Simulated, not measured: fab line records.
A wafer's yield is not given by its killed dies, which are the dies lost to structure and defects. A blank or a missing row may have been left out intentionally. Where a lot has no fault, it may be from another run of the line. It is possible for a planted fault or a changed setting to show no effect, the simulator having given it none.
fab line records -- flow n5-finfet
record: lots: 10, wafers: 30, last-day: 19
route steps=1938 shown ZERO_LAYER@19 WELL_APT@28 PMOS_HMC_CHANNEL_EPI@74 BEOL_M4@1111 PASSIVATION@1936
lots that met no fault: taken from a fault-free run of the same line
start-h: hours from the record's opening day to when the first of the lot's shown wafers began -- wait-h: how many hours have passed since the lot's step before this one -- " identical to the entry in the row above -- L1.1+2: several wafers, shown together as one row -- - value missing, or start not given -- * or withheld: withheld -- < > ~ a bound
route shown NAME@n: names a module that has steps shown in the file, with the first one's number in the route -- usual: mean/standard deviation taken from wafers without a fault -- same: alike in all rows -- chamber/n: place in a boat -- sites: per-site readings -- _std_site: the standard deviation of these -- _edge_site: inner sites' mean taken away from outer sites' mean -- radius-mm: for every site, how far away it sits from the centre of the wafer -- mask NAME#n: copy n -- behind: tool/chamber where the wafer was last shaped -- hold: the reason the lot was held/the length of the hold in hours/how it ended -- device: the n, p or np transistor that did not switch -- end of line: the route-end tests of the same wafers -- where a step has no rows: the recipe by itself -- killed: at the first sort, the dies lost to defects and structure; wafer yield is something else -- map: dies across one wafer; x = killed, . = not, _ = none there
set.NAME: the setting that was run; set.NAME@STEP: the one run at that earlier step -- model.NAME: the simulator's own value behind a step, which no gauge read
steps of the route over a sample of lots; a table a step, a row a wafer
services: the hour from which a tool's chamber was out of use, counted from the record's first day as start-h (under 0 if before that day), plus the number of hours and why
== steps ==
step: N5_ZERO_LAYER_INSPECT_20
recipe: inspect-instrument: darkfield, mode: post-clean
usual: raw-defect-count: 37/15
lot.wafer,tool,chamber,start-h,wait-h,raw-defect-count
L194.2,defect-inspect-01,-,31.58,0.0,46
L194.3,defect-inspect-01,-,31.58,0.0,25
L194.4,defect-inspect-01,-,31.58,0.0,19
L195.1,defect-inspect-02,-,38.34,0.0,40
L195.3,defect-inspect-02,-,38.34,0.0,36
L195.6,defect-inspect-02,-,38.34,0.0,47
L197.1,defect-inspect-02,-,49.35,0.0,48
L197.3,defect-inspect-02,-,49.35,0.0,35
L197.4,defect-inspect-02,-,49.35,0.0,48
L199.1,defect-inspect-01,-,61.25,0.0,19
L199.3,defect-inspect-01,-,61.25,0.0,20
L199.6,defect-inspect-01,-,61.25,0.0,44
L200.1,defect-inspect-01,-,67.25,0.0,29
L200.2,defect-inspect-01,-,67.25,0.0,59
L200.3,defect-inspect-01,-,67.25,0.0,39
L203.1,defect-inspect-01,-,85.38,0.0,19
L203.4,defect-inspect-01,-,85.38,0.0,13
L203.5,defect-inspect-01,-,85.38,0.0,16
L204.1,defect-inspect-01,-,91.38,0.0,22
L204.4,defect-inspect-01,-,91.38,0.0,20
L204.5,defect-inspect-01,-,91.38,0.0,44
L205.3,defect-inspect-02,-,97.50,0.0,62
L205.5,defect-inspect-02,-,97.50,0.0,66
L205.6,defect-inspect-02,-,97.50,0.0,47
L211.3,defect-inspect-01,-,133.38,0.0,30
L211.5,defect-inspect-01,-,133.38,0.0,35
L211.6,defect-inspect-01,-,133.38,0.0,44
L213.3,defect-inspect-01,-,145.26,0.0,24
L213.4,defect-inspect-01,-,145.26,0.0,49
L213.5,defect-inspect-01,-,145.26,0.0,36
step: N5_WELL_APT_CD_MEAS_08
recipe: target-cd-nm: 200, landing-energy-ev: 500, detector: se-inlens
usual: cd-nm: 200.0/1.5
lot.wafer,tool,chamber,start-h,wait-h,cd-nm
L194.2,cd-sem-02,0,32.01,-,202.7
L194.3,cd-sem-02,0,32.01,-,199.9
L194.4,cd-sem-02,0,32.01,-,201.1
L195.1,cd-sem-01,0,38.64,-,199.2
L195.3,cd-sem-01,0,38.64,-,200.7
L195.6,cd-sem-01,0,38.64,-,200.8
L197.1,cd-sem-02,0,49.78,-,200.3
L197.3,cd-sem-02,0,49.78,-,201.3
L197.4,cd-sem-02,0,49.78,-,199.7
L199.1,cd-sem-02,0,61.56,-,198.6
L199.3,cd-sem-02,0,61.56,-,200.8
L199.6,cd-sem-02,0,61.56,-,199.2
L200.1,cd-sem-01,0,67.56,-,201.1
L200.2,cd-sem-01,0,67.56,-,199.5
L200.3,cd-sem-01,0,67.56,-,202.4
L203.1,cd-sem-03,0,85.81,-,201.1
L203.4,cd-sem-03,0,85.81,-,200.6
L203.5,cd-sem-03,0,85.81,-,200.3
L204.1,cd-sem-03,0,91.68,-,200.7
L204.4,cd-sem-03,0,91.68,-,197.4
L204.5,cd-sem-03,0,91.68,-,199.6
L205.3,cd-sem-03,0,97.93,-,198.2
L205.5,cd-sem-03,0,97.93,-,202.0
L205.6,cd-sem-03,0,97.93,-,201.6
L211.3,cd-sem-03,0,133.81,-,198.2
L211.5,cd-sem-03,0,133.81,-,198.3
L211.6,cd-sem-03,0,133.81,-,198.2
L213.3,cd-sem-01,0,145.56,-,200.4
L213.4,cd-sem-01,0,145.56,-,200.0
L213.5,cd-sem-01,0,145.56,-,202.8
step: N5_WELL_APT_IMPLANT_32
recipe: species: BF2, energy-kev: 50, dose-cm2: 2e+13, tilt-deg: 0, rotation-deg: 0
usual: dose-ions-cm2: 2e+13/2.2e+10, faraday-current-uA: 255/5.1
lot.wafer,tool,chamber,start-h,wait-h,dose-ions-cm2,faraday-current-uA
L194.2,implanter-01,0,33.54,0.1,1.9986e+13,256
L194.3,implanter-01,0,33.54,0.1,1.9992e+13,258
L194.4,implanter-01,0,33.54,0.1,1.9976e+13,252
L195.1,implanter-02,0,41.21,0.1,2.0011e+13,248
L195.3,implanter-02,0,41.21,0.1,2.0011e+13,257
L195.6,implanter-02,0,41.21,0.1,2.0007e+13,261
L197.1,implanter-01,0,51.48,0.1,1.9986e+13,256
L197.3,implanter-01,0,51.48,0.1,1.9996e+13,244
L197.4,implanter-01,0,51.48,0.1,1.9985e+13,249
L199.1,implanter-01,0,63.04,0.1,2.0008e+13,242
L199.3,implanter-01,0,63.04,0.1,2.0002e+13,257
L199.6,implanter-01,0,63.04,0.1,2.0005e+13,256
L200.1,implanter-02,0,69.11,0.1,1.9987e+13,265
L200.2,implanter-02,0,69.11,0.1,1.9982e+13,249
L200.3,implanter-02,0,69.11,0.1,1.9993e+13,250
L203.1,implanter-01,0,87.30,0.1,2.005e+12,26
L203.4,implanter-01,0,87.30,0.1,1.977e+12,26
L203.5,implanter-01,0,87.30,0.1,1.988e+12,26
L204.1,implanter-02,0,93.17,0.1,1.9994e+13,255
L204.4,implanter-02,0,93.17,0.1,1.9993e+13,256
L204.5,implanter-02,0,93.17,0.1,1.9989e+13,240
L205.3,implanter-01,0,99.75,0.1,1.999e+12,25
L205.5,implanter-01,0,99.75,0.1,2.001e+12,25
L205.6,implanter-01,0,99.75,0.1,2.008e+12,26
L211.3,implanter-02,0,135.49,0.1,2.003e+13,259
L211.5,implanter-02,0,135.49,0.1,2.0041e+13,248
L211.6,implanter-02,0,135.49,0.1,2.0053e+13,265
L213.3,implanter-02,0,147.23,0.1,1.9958e+13,254
L213.4,implanter-02,0,147.23,0.1,1.9978e+13,267
L213.5,implanter-02,0,147.23,0.1,1.9962e+13,251
step: N5_PMOS_HMC_CHANNEL_EPI_FIN_RECESS_16
recipe: chemistry: HBr/Cl2, target: Si, mask-material: SiO2, target-depth-a: 540, time-s: 18, pressure-mtorr: 10, icp-w: 800, bias-w: 75, HBr_flow_sccm: 150, Cl2_flow_sccm: 80
usual: drypump-motor-current-A: 5.7/0.4, oes-product-au: 1.003/0.015, throttle-valve-pct: 35.5/0.35
lot.wafer,tool,chamber,start-h,wait-h,drypump-motor-current-A,oes-product-au,rf-hours-counter-h,throttle-valve-pct
L194.2,rie-si-04,2,35.89,0.0,6.1,1.026,99,35.0
L194.3,rie-si-04,3,35.89,0.0,5.9,1.012,78,36.1
L194.4,rie-si-04,1,35.89,0.0,5.1,1.001,4,35.2
L195.1,rie-si-04,1,43.77,0.0,5.1,0.984,4,35.2
L195.3,rie-si-04,0,43.77,0.0,5.2,0.996,189,35.3
L195.6,rie-si-04,2,43.77,0.0,6.1,1.024,-,35.0
L197.1,rie-si-04,1,54.09,0.0,5.1,0.989,4,35.2
L197.3,rie-si-04,2,54.09,0.0,6.1,1.009,99,35.0
L197.4,rie-si-04,0,54.09,0.0,5.2,0.997,189,35.3
L199.1,rie-si-03,3,65.32,0.0,6.0,0.972,12,35.4
L199.3,rie-si-03,0,65.32,0.0,5.6,0.995,3,35.7
L199.6,rie-si-03,2,65.32,0.0,6.2,0.997,-,35.2
L200.1,rie-si-03,1,71.45,0.0,6.3,0.994,15,35.5
L200.2,rie-si-03,3,71.45,0.0,6.0,0.983,12,35.4
L200.3,rie-si-03,0,71.45,0.0,5.6,0.992,3,35.7
L203.1,rie-si-03,0,89.72,0.0,5.6,0.992,4,35.7
L203.4,rie-si-03,2,89.72,0.0,6.2,1.005,26,35.2
L203.5,rie-si-03,2,89.72,0.0,6.2,1.010,-,35.2
L204.1,rie-si-04,1,96.15,0.0,5.1,0.992,5,35.2
L204.4,rie-si-04,0,96.15,0.0,5.2,1.009,190,35.3
L204.5,rie-si-04,1,96.15,0.0,5.1,0.997,-,35.2
L205.3,rie-si-05,1,102.22,0.0,5.5,1.022,165,36.0
L205.5,rie-si-05,1,102.22,0.0,5.5,1.015,-,36.0
L205.6,rie-si-05,2,102.22,0.0,5.6,1.007,-,35.6
L211.3,rie-si-05,0,137.90,0.0,5.2,0.985,45,35.5
L211.5,rie-si-05,0,137.90,0.0,5.2,0.977,-,35.5
L211.6,rie-si-05,1,137.90,0.0,5.4,1.016,-,36.0
L213.3,rie-si-05,3,149.54,0.0,5.8,1.001,148,35.1
L213.4,rie-si-05,0,149.54,0.0,5.2,0.993,46,35.5
L213.5,rie-si-05,2,149.54,0.0,5.6,1.019,-,35.6
step: N5_BEOL_M4_RC_MEAS_101
usual: CJ_N: 4.32/0.1, DIBL_N: 36.0/2.2, DIBL_P: 36.2/2.4, IOFF_N: 0.16/0.035, IOFF_N_85C: 3.1/0.57, IOFF_N_LIN: 0.073/0.013, IOFF_N_LONG: 5.49e-05/1.8e-06, IOFF_P: 0.21/0.037, ION_N: 672/13, ION_P: 461/7, RS_PWELL: 3005/24, SS_N: 71.4/0.69, SS_P: 73.2/0.75, VT_N: 250/3.4, VT_P: -251/3
lot.wafer,tool,chamber,start-h,wait-h,CJ_N,DIBL_N[mV/V],DIBL_P[mV/V],IOFF_N[nA/um],IOFF_N_85C[nA/um],IOFF_N_LIN[nA/um],IOFF_N_LONG[nA/um],IOFF_P[nA/um],ION_N[uA/um],ION_P[uA/um],RS_PWELL[ohm/sq],SS_N[mV/dec],SS_P[mV/dec],VT_N[mV],VT_P[mV]
L194.2,prober-01,0,207.96,0.3,4.36,37.4,36.8,0.14,2.9,0.068,5.4e-05,0.21,676,465,3008,71.4,73.0,254,-247
L194.3,prober-01,0,207.96,0.3,4.23,36.3,36.0,0.13,2.6,0.063,5.27e-05,0.20,670,468,2992,71.3,72.5,252,-250
L194.4,prober-01,0,207.96,0.3,4.27,33.0,32.4,0.09,1.8,0.045,5.33e-05,0.15,649,456,2997,70.2,72.0,257,-251
L195.1,prober-02,0,232.31,0.0,4.16,34.8,35.5,0.14,2.7,0.067,5.51e-05,0.20,672,463,3034,70.9,73.6,252,-252
L195.3,prober-02,0,232.31,0.0,4.23,34.9,35.1,0.14,2.8,0.069,5.56e-05,0.20,666,462,3016,70.7,72.9,251,-248
L195.6,prober-02,0,232.31,0.0,4.18,33.5,34.3,0.12,2.5,0.061,5.48e-05,0.18,661,457,3050,70.3,72.7,254,-251
L197.1,prober-01,0,235.09,0.0,4.32,35.2,34.8,0.14,2.7,0.066,5.2e-05,0.18,665,455,2998,71.1,72.2,253,-255
L197.3,prober-01,0,235.09,0.0,4.11,32.3,32.9,0.11,2.2,0.056,5.15e-05,0.16,655,454,2981,70.3,71.8,254,-252
L197.4,prober-01,0,235.09,0.0,4.19,35.6,36.0,0.14,2.8,0.068,5.25e-05,0.19,667,461,2989,71.0,72.8,251,-254
L199.1,prober-01,0,240.70,0.0,4.39,38.1,37.4,0.20,3.7,0.078,5.39e-05,0.21,667,455,2968,72.1,73.1,250,-252
L199.3,prober-01,0,240.70,0.0,4.35,38.7,40.3,0.22,4.1,0.095,5.37e-05,0.26,690,466,2967,71.9,74.4,244,-246
L199.6,prober-01,0,240.70,0.0,4.32,37.8,39.1,0.19,3.6,0.085,5.31e-05,0.23,677,459,2977,71.7,73.5,248,-252
L200.1,prober-02,0,261.06,0.0,4.40,40.6,41.8,0.22,4.2,0.095,5.36e-05,0.27,697,467,2999,72.3,74.2,246,-247
L200.2,prober-02,0,261.06,0.0,4.33,37.0,38.9,0.14,2.8,0.067,5.32e-05,0.20,661,457,3015,71.7,73.3,254,-249
L200.3,prober-02,0,261.06,0.0,4.27,39.7,41.3,0.20,3.8,0.085,5.3e-05,0.24,671,457,3014,72.9,74.5,247,-249
L204.1,prober-01,0,270.87,0.0,4.19,37.0,37.3,0.17,3.3,0.080,5.62e-05,0.23,671,464,2996,72.0,73.7,249,-248
L204.4,prober-01,0,270.87,0.0,4.30,35.4,34.3,0.15,3.0,0.072,5.8e-05,0.19,675,463,2998,71.1,72.8,248,-253
L204.5,prober-01,0,270.87,0.0,4.23,37.6,37.9,0.19,3.6,0.086,5.72e-05,0.25,684,467,2972,72.0,73.7,248,-249
L203.1,prober-02,0,271.14,0.0,1.38,57.6,37.7,1.77,23.3,0.167,5.12e-05,0.22,688,463,3135,93.1,74.5,245,-251
L203.4,prober-02,0,271.14,0.0,1.34,61.8,37.5,2.45,30.8,0.187,5.03e-05,0.22,693,457,3154,97.6,73.8,246,-249
L203.5,prober-02,0,271.14,0.0,1.39,72.8,40.8,6.32,67.6,0.323,5.08e-05,0.28,719,470,3145,107.3,74.1,238,-248
L205.3,prober-02,0,302.42,0.3,1.46,70.8,36.3,5.11,56.0,0.235,4.97e-05,0.20,700,466,3206,109.8,73.6,245,-253
L205.5,prober-02,0,302.42,0.3,1.42,60.0,37.7,2.52,31.0,0.187,4.99e-05,0.22,689,464,3165,97.4,73.7,245,-252
L205.6,prober-02,0,302.42,0.3,1.39,54.0,36.3,1.58,20.8,0.148,4.94e-05,0.20,690,458,3150,91.7,73.3,245,-253
L211.3,prober-01,0,316.21,0.3,4.41,36.3,35.8,0.16,3.1,0.073,5.73e-05,0.18,681,460,2990,71.5,72.7,248,-254
L211.5,prober-01,0,316.21,0.3,4.37,36.5,36.5,0.16,3.1,0.074,5.56e-05,0.19,684,460,2953,71.9,73.1,253,-252
L211.6,prober-01,0,316.21,0.3,4.43,39.1,39.1,0.21,3.9,0.090,5.72e-05,0.23,696,462,2991,71.9,73.3,245,-251
L213.3,prober-02,0,338.34,0.3,4.19,37.0,38.6,0.19,3.6,0.087,5.69e-05,0.23,689,460,2970,71.7,74.1,247,-250
L213.4,prober-02,0,338.34,0.3,4.29,37.4,39.4,0.20,3.9,0.091,5.83e-05,0.23,696,470,2959,72.3,73.4,247,-251
L213.5,prober-02,0,338.34,0.3,4.20,35.2,37.4,0.17,3.3,0.080,5.67e-05,0.21,681,468,2967,71.6,73.8,250,-251
step: N5_PASSIVATION_PROBE_49
usual: defect-limited-yield: 91.2/1.4, killed_at_M0_to_M3: 34/9.4, killed_at_M4_up: 14/5.6, killed-at-contacts: 13/7.8, killed-at-front-end: 37/10, killed-at-other: 4/3.3, killed-dies: 103/17, killed-open: 68/13, killed-short: 33/8.2, sort_bin_4_leakage: 0.00/0.0071, sort_bin_5_function: 5.1/0.92, sort_bin_6_memory: 3.3/0.71, sort_bin_8_speed: 0.01/0.043, sort-n-pass: 1077/17
same: gross-dies: 1180, killed-at-back-side: 0
lot.wafer,tool,chamber,start-h,wait-h,defect-limited-yield[%],killed_at_M0_to_M3,killed_at_M4_up,killed-at-contacts,killed-at-front-end,killed-at-other,killed-dies,killed-open,killed-short,sort_bin_4_leakage[%],sort_bin_5_function[%],sort_bin_6_memory[%],sort_bin_8_speed[%],sort-n-pass
L199.1,prober-02,-,347.14,0.0,93.0,28,9,10,33,3,83,59,24,0,4.1,2.5,0,1097
L199.3,prober-02,-,347.24,0.1,91.3,30,9,6,50,8,103,62,37,0,5.1,3.1,0,1077
L199.6,prober-02,-,347.39,0.3,90.6,37,13,10,51,0,111,75,27,0,5.6,3.0,0,1069
L200.1,prober-01,-,362.77,0.0,93.5,37,9,8,21,2,77,57,20,0,4.2,2.4,0,1103
L200.2,prober-01,-,362.82,0.1,91.0,38,13,23,27,5,106,69,33,0,5.7,2.8,0,1074
L200.3,prober-01,-,362.87,0.1,90.7,30,13,19,40,8,110,68,41,0,5.0,3.9,0,1070
L203.1,prober-01,-,381.59,0.0,93.1,14,9,20,36,2,81,45,22,93.14,3.1,2.5,0,0
L203.4,prober-01,-,381.74,0.2,92.6,35,10,23,19,0,87,61,24,92.63,3.6,3.4,0.17,0
L203.5,prober-01,-,381.79,0.2,93.1,26,6,11,30,8,81,47,33,93.14,3.2,3.3,0.08,0
L204.1,prober-02,-,382.95,0.0,91.8,30,20,15,29,3,97,66,29,0,5.4,2.5,0,1083
L204.4,prober-02,-,383.10,0.2,93.1,30,12,7,30,3,82,56,25,0,4.3,2.5,0,1098
L204.5,prober-02,-,383.15,0.2,90.0,35,25,8,41,9,118,77,37,0,6.1,3.7,0,1062
L205.3,prober-02,-,418.77,0.1,94.0,30,7,4,26,4,71,48,22,93.98,3.2,2.6,0.08,0
L205.5,prober-02,-,418.87,0.2,91.9,30,11,5,40,9,95,68,25,91.95,4.4,3.6,0,0
L205.6,prober-02,-,418.92,0.3,92.0,41,4,14,33,2,94,67,25,92.03,4.7,2.8,0,0
killed by level:class
L199.1 STI_FIN_REVEAL:geometric-particle:open=10 MOL_CONTACT_COAG:geometric-particle:open=9 BEOL_M0_SAQP:geometric-particle:open=6 BEOL_M1:geometric-particle:open=6 FIN_SAQP:geometric-particle:open=5 BEOL_M3:geometric-particle:open=5 FIN_SAQP:geometric-particle:short=4 BEOL_M2:geometric-particle:open=4
L199.3 STI_FIN_REVEAL:geometric-particle:open=15 BEOL_M0_SAQP:geometric-particle:open=12 BEOL_M0_SAQP:geometric-particle:short=11 ILD0:geometric-particle:short=5 MOL_CONTACT_COAG:geometric-particle:open=5 FIN_SAQP:geometric-particle:short=4 ILD0:geometric-particle:open=4 STARTING-WAFER:geometric-particle:short=4
L199.6 STI_FIN_REVEAL:geometric-particle:open=16 BEOL_M0_SAQP:geometric-particle:open=12 MOL_CONTACT_COAG:geometric-particle:open=9 BEOL_M0_SAQP:geometric-particle:short=9 HKMG_FIN:area-etch=9 DUMMY_GATE:geometric-particle:open=6 BEOL_M2:geometric-particle:open=6 BEOL_M4:geometric-particle:open=5
L200.1 BEOL_M0:geometric-particle:open=8 BEOL_M1:geometric-particle:open=8 BEOL_M2:geometric-particle:open=7 FIN_SAQP:geometric-particle:open=6 MOL_CONTACT_COAG:geometric-particle:open=6 FIN_SAQP:geometric-particle:short=5 BEOL_M0_SAQP:geometric-particle:open=5 BEOL_M6:geometric-particle:open=4
L200.2 MOL_CONTACT_COAG:geometric-particle:open=15 BEOL_M2:geometric-particle:open=11 MOL_CONTACT_COAG:geometric-particle:short=8 BEOL_M0_SAQP:geometric-particle:open=8 BEOL_M0_SAQP:geometric-particle:short=8 FIN_SAQP:geometric-particle:short=6 BEOL_M0:geometric-particle:open=6 BEOL_M4:geometric-particle:open=6
L200.3 MOL_CONTACT_COAG:geometric-particle:open=13 FIN_SAQP:geometric-particle:short=11 BEOL_M2:geometric-particle:open=9 BEOL_M1:geometric-particle:open=7 BEOL_M4:geometric-particle:open=7 STI_FIN_REVEAL:geometric-particle:open=6 MOL_CONTACT_COAG:geometric-particle:short=6 STI_FIN_REVEAL:geometric-particle:short=5
L203.1 MOL_CONTACT_COAG:geometric-particle:open=16 HKMG_FIN:area-etch=12 BEOL_M3:geometric-particle:open=6 BEOL_M4:geometric-particle:open=5 MOL_CONTACT_COAG:geometric-particle:short=4 DUMMY_GATE:geometric-particle:open=3 ILD0:geometric-particle:short=3 GATE_CUT:geometric-particle:short=3
L203.4 MOL_CONTACT_COAG:geometric-particle:open=20 BEOL_M2:geometric-particle:open=8 BEOL_M0_SAQP:geometric-particle:short=7 BEOL_M0_SAQP:geometric-particle:open=5 BEOL_M3:geometric-particle:open=5 BEOL_M1:geometric-particle:open=4 BEOL_M4:geometric-particle:open=4 STI_FIN_REVEAL:geometric-particle:short=3
L203.5 MOL_CONTACT_COAG:geometric-particle:open=9 FIN_SAQP:geometric-particle:short=7 FIN_SAQP:geometric-particle:open=7 BEOL_M0_SAQP:geometric-particle:short=7 BEOL_M0_SAQP:geometric-particle:open=5 ILD0:geometric-particle:open=4 MIM_TOP_ETCH:geometric-particle:short=4 BEOL_M2:geometric-particle:open=3
L204.1 MOL_CONTACT_COAG:geometric-particle:open=10 BEOL_M4:geometric-particle:open=9 FIN_SAQP:geometric-particle:open=6 BEOL_M1:geometric-particle:open=6 STI_FIN_REVEAL:geometric-particle:open=5 MOL_CONTACT_COAG:geometric-particle:short=5 BEOL_M0_SAQP:geometric-particle:open=5 FIN_SAQP:geometric-particle:short=4
L204.4 BEOL_M3:geometric-particle:open=10 STI_FIN_REVEAL:geometric-particle:open=9 MOL_CONTACT_COAG:geometric-particle:open=7 FIN_SAQP:geometric-particle:short=6 BEOL_M0_SAQP:geometric-particle:open=5 BEOL_M0:geometric-particle:open=4 BEOL_M4:geometric-particle:open=4 GATE_CUT:geometric-particle:short=3
L204.5 BEOL_M4:geometric-particle:open=14 STI_FIN_REVEAL:geometric-particle:open=12 FIN_SAQP:geometric-particle:open=8 BEOL_M3:geometric-particle:open=8 MOL_CONTACT_COAG:geometric-particle:open=7 BEOL_M2:geometric-particle:open=6 BEOL_M0_SAQP:geometric-particle:short=6 BEOL_M0_SAQP:geometric-particle:open=4
L205.3 BEOL_M3:geometric-particle:open=8 STI_FIN_REVEAL:geometric-particle:open=6 BEOL_M0_SAQP:geometric-particle:open=6 BEOL_M1:geometric-particle:open=6 FIN_SAQP:geometric-particle:short=4 FIN_SAQP:geometric-particle:open=3 STI_FIN_REVEAL:geometric-particle:short=3 MOL_CONTACT_COAG:geometric-particle:open=3
L205.5 BEOL_M3:geometric-particle:open=9 STI_FIN_REVEAL:geometric-particle:open=8 BEOL_M4:geometric-particle:open=8 FIN_SAQP:geometric-particle:open=6 BEOL_M1:geometric-particle:open=6 GATE_CUT:geometric-particle:short=5 MOL_CONTACT_COAG:geometric-particle:open=5 BEOL_M3:geometric-particle:short=4
L205.6 BEOL_M3:geometric-particle:open=13 MOL_CONTACT_COAG:geometric-particle:open=12 STI_FIN_REVEAL:geometric-particle:open=9 DUMMY_GATE:geometric-particle:open=6 BEOL_M0_SAQP:geometric-particle:short=6 BEOL_M1:geometric-particle:open=6 BEOL_M0_SAQP:geometric-particle:open=4 BEOL_M2:geometric-particle:open=4
== services ==
tool,chamber,start-h,hours,kind
rie-si-03,-,20.98,4.0,pm
rie-si-05,-,27.30,14.6,pm
implanter-02,-,31.70,2.0,repair
rie-si-05,2,48.90,11.0,repair
rie-si-03,-,57.21,0.3,repair
implanter-01,-,107.93,3.3,pm
== key ==
first-sign: step: N5_WELL_APT_IMPLANT_32, reading: dose-ions-cm2, direction: down, sigmas: 99+, usual: 2e+13, struck: 1.996e+12
effect: step: N5_WELL_APT_IMPLANT_32, reading: faraday-current-uA, direction: down, sigmas: 45, usual: 255, struck: 26
effect: step: N5_BEOL_M4_RC_MEAS_101, reading: IOFF_N, direction: up, sigmas: 89, usual: 0.16, struck: 3.29
effect: step: N5_BEOL_M4_RC_MEAS_101, reading: IOFF_N_85C, direction: up, sigmas: 62, usual: 3.1, struck: 38.3
effect: step: N5_BEOL_M4_RC_MEAS_101, reading: SS_N, direction: up, sigmas: 41, usual: 71.4, struck: 99.5
effect: step: N5_BEOL_M4_RC_MEAS_101, reading: CJ_N, direction: down, sigmas: 29, usual: 4.32, struck: 1.40
effect: step: N5_BEOL_M4_RC_MEAS_101, reading: DIBL_N, direction: up, sigmas: 12, usual: 36.0, struck: 62.8
effect: step: N5_BEOL_M4_RC_MEAS_101, reading: IOFF_N_LIN, direction: up, sigmas: 10, usual: 0.073, struck: 0.208
effect: step: N5_BEOL_M4_RC_MEAS_101, reading: RS_PWELL, direction: up, sigmas: 6.4, usual: 3005, struck: 3159
effect: step: N5_BEOL_M4_RC_MEAS_101, reading: IOFF_N_LONG, direction: down, sigmas: 2.6, usual: 5.49e-05, struck: 5.02e-05
effect: step: N5_BEOL_M4_RC_MEAS_101, reading: ION_N, direction: up, sigmas: 2, usual: 672, struck: 697, wafers-moved: 2
effect: step: N5_BEOL_M4_RC_MEAS_101, reading: VT_N, direction: down, sigmas: 1.8, usual: 250, struck: 244
effect: step: N5_PASSIVATION_PROBE_49, reading: sort_bin_4_leakage, direction: up, sigmas: 99+, usual: 0.00, struck: 92.81
met-at N5_WELL_APT_IMPLANT_32
struck-lots L203,L205
baseline-loss: step: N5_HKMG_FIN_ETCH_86, wafers: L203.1
not-acting-at N5_ZERO_LAYER_INSPECT_20,N5_WELL_APT_CD_MEAS_08,N5_PMOS_HMC_CHANNEL_EPI_FIN_RECESS_16
onset-between 63.04 87.30
fault: kind: process-parameter-drift, tool: implanter-01, chamber: -, onset-h: 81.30, steps: N5_WELL_APT_IMPLANT_32, channel: dose-cm2, offset: -1.8e+13, shape: step, end-h: 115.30, acts-in: these-recipes-only, stated: 2e+13
baseline-loss: these wafers lose ten dies or more at that step, a loss of the line's own and not of a fault; the sort's usual values leave them out
